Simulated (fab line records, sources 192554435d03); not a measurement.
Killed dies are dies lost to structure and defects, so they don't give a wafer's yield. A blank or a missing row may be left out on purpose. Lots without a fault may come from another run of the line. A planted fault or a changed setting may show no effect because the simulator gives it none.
Chamber matching | flow n5_finfet | N5_BEOL_M0_TRENCH_ETCH_107 on rie_diel-06: 4 sister chambers
The step etches SiOC in C4F6/O2, target depth 32.8 nm, time 16.4 s. 16 wafers are shown with their chamber, then 8 later ones without.

WAFERS WITH THEIR CHAMBER
wafer  | chamber | rf_vpp_V (V) | showerhead_plenum_p_Torr (Torr) | drypump_motor_current_A (A)
L078.1 | 1       | 689          | 2.76                            | 5.8
L078.3 | 3       | 658          | 2.98                            | 6.0
L078.6 | 3       | 660          | 2.98                            | 6.1
L082.1 | 3       | 658          | 2.98                            | 5.9
L082.2 | 2       | 679          | 2.79                            | 5.0
L082.5 | 1       | 690          | 2.75                            | 5.8
L087.1 | 3       | 657          | 2.97                            | 6.0
L087.2 | 0       | 645          | 3.02                            | 5.8
L087.3 | 1       | 688          | 2.75                            | 5.8
L089.1 | 1       | 690          | 2.74                            | 5.8
L089.2 | 3       | 656          | 2.96                            | 6.0
L089.3 | 0       | 643          | 3.02                            | 5.8
L094.2 | 3       | 658          | 2.96                            | 6.0
L094.3 | 0       | 643          | 3.01                            | 5.8
L094.6 | 2       | 677          | 2.78                            | 4.9
L095.2 | 1       | 689          | 2.74                            | 5.8

SIGNATURES (means of the wafers above)
reading                  | chamber 0 | chamber 1 | chamber 2 | chamber 3 | scatter within a chamber
rf_vpp_V                 | 643.67    | 689.20    | 678.00    | 657.83    | 1.17
showerhead_plenum_p_Torr | 3.0167    | 2.7480    | 2.7850    | 2.9717    | 0.00856
drypump_motor_current_A  | 5.800     | 5.800     | 4.950     | 6.000     | 0.0456
Rule: a wafer's distance from a chamber is the root of the sum, over the readings, of the square of ((its reading less the chamber's mean) divided by the reading's scatter). The wafer belongs to the nearest chamber; if the next one is less than 2 further off, it can't be placed. The scatter: the root of (the sum of the squares of (reading less its chamber's mean) over the shown wafers, divided by (wafers less chambers)).

WAFERS WITHOUT THEIR CHAMBER
wafer  | rf_vpp_V (V) | showerhead_plenum_p_Torr (Torr) | drypump_motor_current_A (A)
L095.3 | 658          | 2.96                            | 6.0
L095.4 | 677          | 2.78                            | 4.9
L092.4 | 675          | 2.78                            | 4.9
L092.5 | 678          | 2.78                            | 4.9
L092.6 | 658          | 2.96                            | 6.0
L096.1 | 644          | 3.01                            | 5.8
L096.3 | 677          | 2.78                            | 4.9
L096.5 | 690          | 2.74                            | 5.8

WHICH CHAMBER EACH WENT THROUGH
wafer  | from the rows above | in truth
L095.3 | 3                   | 3
L095.4 | 2                   | 2
L092.4 | 2                   | 2
L092.5 | 2                   | 2
L092.6 | 3                   | 3
L096.1 | 0                   | 0
L096.3 | 2                   | 2
L096.5 | 1                   | 1
Placed correctly: 8 of 8. Can't be placed from these rows: 0. Placed wrongly: 0.
